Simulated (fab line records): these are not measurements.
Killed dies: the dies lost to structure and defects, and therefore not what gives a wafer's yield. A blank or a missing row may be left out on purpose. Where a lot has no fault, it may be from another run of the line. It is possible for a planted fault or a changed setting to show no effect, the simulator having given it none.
Chamber matching || flow nand-harc || NHARC_A_CONTACT_ETCH_106 on rie-diel-11 has 4 sister chambers
The step etches the open film in CF4/O2, target depth 60 nm, overetch 6 nm, time 33 s. 27 wafers are shown with their chamber, then 12 later ones without.

== WAFERS, EACH WITH ITS CHAMBER ==
{"wafer": "L074.2", "chamber": 0, "drypump-motor-current-A (A)": 5.9, "oes-product-au (a.u.)": 0.984, "rf-vpp-V (V)": 199.7}
{"wafer": "L074.3", "chamber": 3, "drypump-motor-current-A (A)": 6.3, "oes-product-au (a.u.)": 1.037, "rf-vpp-V (V)": 197.5}
{"wafer": "L074.5", "chamber": 1, "drypump-motor-current-A (A)": 6.6, "oes-product-au (a.u.)": 1.001, "rf-vpp-V (V)": 195.2}
{"wafer": "L077.2", "chamber": 3, "drypump-motor-current-A (A)": 6.3, "oes-product-au (a.u.)": 1.011, "rf-vpp-V (V)": 198.0}
{"wafer": "L077.3", "chamber": 2, "drypump-motor-current-A (A)": 4.8, "oes-product-au (a.u.)": 0.966, "rf-vpp-V (V)": 195.4}
{"wafer": "L077.6", "chamber": 2, "drypump-motor-current-A (A)": 4.8, "oes-product-au (a.u.)": 0.973, "rf-vpp-V (V)": 198.1}
{"wafer": "L075.2", "chamber": 3, "drypump-motor-current-A (A)": 6.3, "oes-product-au (a.u.)": 1.027, "rf-vpp-V (V)": 197.2}
{"wafer": "L075.3", "chamber": 0, "drypump-motor-current-A (A)": 5.9, "oes-product-au (a.u.)": 0.985, "rf-vpp-V (V)": 199.8}
{"wafer": "L075.4", "chamber": 2, "drypump-motor-current-A (A)": 4.8, "oes-product-au (a.u.)": 0.982, "rf-vpp-V (V)": 197.3}
{"wafer": "L082.1", "chamber": 3, "drypump-motor-current-A (A)": 6.3, "oes-product-au (a.u.)": 1.014, "rf-vpp-V (V)": 197.0}
{"wafer": "L082.4", "chamber": 2, "drypump-motor-current-A (A)": 4.8, "oes-product-au (a.u.)": 0.972, "rf-vpp-V (V)": 197.4}
{"wafer": "L082.5", "chamber": 2, "drypump-motor-current-A (A)": 4.8, "oes-product-au (a.u.)": 0.972, "rf-vpp-V (V)": 196.6}
{"wafer": "L085.2", "chamber": 3, "drypump-motor-current-A (A)": 6.3, "oes-product-au (a.u.)": 1.025, "rf-vpp-V (V)": 197.7}
{"wafer": "L085.3", "chamber": 2, "drypump-motor-current-A (A)": 4.8, "oes-product-au (a.u.)": 0.975, "rf-vpp-V (V)": 196.7}
{"wafer": "L085.6", "chamber": 3, "drypump-motor-current-A (A)": 6.3, "oes-product-au (a.u.)": 1.008, "rf-vpp-V (V)": 197.0}
{"wafer": "L089.1", "chamber": 0, "drypump-motor-current-A (A)": 5.9, "oes-product-au (a.u.)": 0.966, "rf-vpp-V (V)": 199.5}
{"wafer": "L089.3", "chamber": 2, "drypump-motor-current-A (A)": 4.8, "oes-product-au (a.u.)": 0.975, "rf-vpp-V (V)": 197.2}
{"wafer": "L089.4", "chamber": 3, "drypump-motor-current-A (A)": 6.3, "oes-product-au (a.u.)": 1.009, "rf-vpp-V (V)": 197.1}
{"wafer": "L089.2", "chamber": 1, "drypump-motor-current-A (A)": 6.6, "oes-product-au (a.u.)": 0.986, "rf-vpp-V (V)": 196.7}
{"wafer": "L089.5", "chamber": 0, "drypump-motor-current-A (A)": 5.9, "oes-product-au (a.u.)": 0.974, "rf-vpp-V (V)": 198.8}
{"wafer": "L089.6", "chamber": 3, "drypump-motor-current-A (A)": 6.3, "oes-product-au (a.u.)": 1.009, "rf-vpp-V (V)": 198.1}
{"wafer": "L090.1", "chamber": 0, "drypump-motor-current-A (A)": 5.9, "oes-product-au (a.u.)": 0.981, "rf-vpp-V (V)": 199.5}
{"wafer": "L090.2", "chamber": 3, "drypump-motor-current-A (A)": 6.3, "oes-product-au (a.u.)": 1.018, "rf-vpp-V (V)": 197.0}
{"wafer": "L090.3", "chamber": 2, "drypump-motor-current-A (A)": 4.8, "oes-product-au (a.u.)": 0.972, "rf-vpp-V (V)": 197.3}
{"wafer": "L090.4", "chamber": 1, "drypump-motor-current-A (A)": 6.6, "oes-product-au (a.u.)": 0.993, "rf-vpp-V (V)": 197.9}
{"wafer": "L090.5", "chamber": 1, "drypump-motor-current-A (A)": 6.7, "oes-product-au (a.u.)": 0.988, "rf-vpp-V (V)": 198.2}
{"wafer": "L090.6", "chamber": 2, "drypump-motor-current-A (A)": 4.8, "oes-product-au (a.u.)": 0.971, "rf-vpp-V (V)": 197.2}

SIGNATURES (means of the wafers above)
{"reading": "drypump-motor-current-A", "chamber 0": 5.900, "chamber 1": 6.625, "chamber 2": 4.800, "chamber 3": 6.300, "scatter within a chamber": 0.0181}
{"reading": "oes-product-au", "chamber 0": 0.97800, "chamber 1": 0.99200, "chamber 2": 0.97311, "chamber 3": 1.01756, "scatter within a chamber": 0.00766}
{"reading": "rf-vpp-V", "chamber 0": 199.460, "chamber 1": 197.000, "chamber 2": 197.022, "chamber 3": 197.400, "scatter within a chamber": 0.728}
Rule: a wafer lies at a distance from a chamber equal to the root of the sum of squares, over the readings, of (its reading less the chamber's mean, divided by the reading's scatter). The wafer belongs to the nearest chamber; if the next one is less than 2 further off, it can't be placed. The scatter: take each reading less its chamber's mean, square it, sum over the shown wafers, divide by the number of wafers less the number of chambers, and take the root.

== WAFERS WHOSE CHAMBER IS MISSING ==
{"wafer": "L092.3", "drypump-motor-current-A (A)": 5.9, "oes-product-au (a.u.)": 0.990, "rf-vpp-V (V)": 198.2}
{"wafer": "L092.4", "drypump-motor-current-A (A)": 6.6, "oes-product-au (a.u.)": 0.982, "rf-vpp-V (V)": 199.5}
{"wafer": "L092.6", "drypump-motor-current-A (A)": 4.8, "oes-product-au (a.u.)": 0.980, "rf-vpp-V (V)": 194.5}
{"wafer": "L093.1", "drypump-motor-current-A (A)": 6.6, "oes-product-au (a.u.)": 0.997, "rf-vpp-V (V)": 197.6}
{"wafer": "L093.3", "drypump-motor-current-A (A)": 6.3, "oes-product-au (a.u.)": 1.016, "rf-vpp-V (V)": 196.4}
{"wafer": "L093.4", "drypump-motor-current-A (A)": 4.8, "oes-product-au (a.u.)": 0.963, "rf-vpp-V (V)": 197.4}
{"wafer": "L095.1", "drypump-motor-current-A (A)": 5.9, "oes-product-au (a.u.)": 0.989, "rf-vpp-V (V)": 198.4}
{"wafer": "L095.5", "drypump-motor-current-A (A)": 6.3, "oes-product-au (a.u.)": 1.008, "rf-vpp-V (V)": 195.7}
{"wafer": "L095.6", "drypump-motor-current-A (A)": 5.9, "oes-product-au (a.u.)": 0.999, "rf-vpp-V (V)": 199.7}
{"wafer": "L096.1", "drypump-motor-current-A (A)": 4.8, "oes-product-au (a.u.)": 0.986, "rf-vpp-V (V)": 196.4}
{"wafer": "L096.2", "drypump-motor-current-A (A)": 6.3, "oes-product-au (a.u.)": 1.011, "rf-vpp-V (V)": 197.3}
{"wafer": "L096.4", "drypump-motor-current-A (A)": 6.6, "oes-product-au (a.u.)": 0.999, "rf-vpp-V (V)": 196.5}

== WHICH CHAMBER EACH ONE RAN IN ==
{"wafer": "L092.3", "from the rows above": 0, "in truth": 0}
{"wafer": "L092.4", "from the rows above": 1, "in truth": 1}
{"wafer": "L092.6", "from the rows above": 2, "in truth": 2}
{"wafer": "L093.1", "from the rows above": 1, "in truth": 1}
{"wafer": "L093.3", "from the rows above": 3, "in truth": 3}
{"wafer": "L093.4", "from the rows above": 2, "in truth": 2}
{"wafer": "L095.1", "from the rows above": 0, "in truth": 0}
{"wafer": "L095.5", "from the rows above": 3, "in truth": 3}
{"wafer": "L095.6", "from the rows above": 0, "in truth": 0}
{"wafer": "L096.1", "from the rows above": 2, "in truth": 2}
{"wafer": "L096.2", "from the rows above": 3, "in truth": 3}
{"wafer": "L096.4", "from the rows above": 1, "in truth": 1}
Placed correctly: 12 of 12. Left unplaced by these rows: 0. Number placed wrongly: 0.
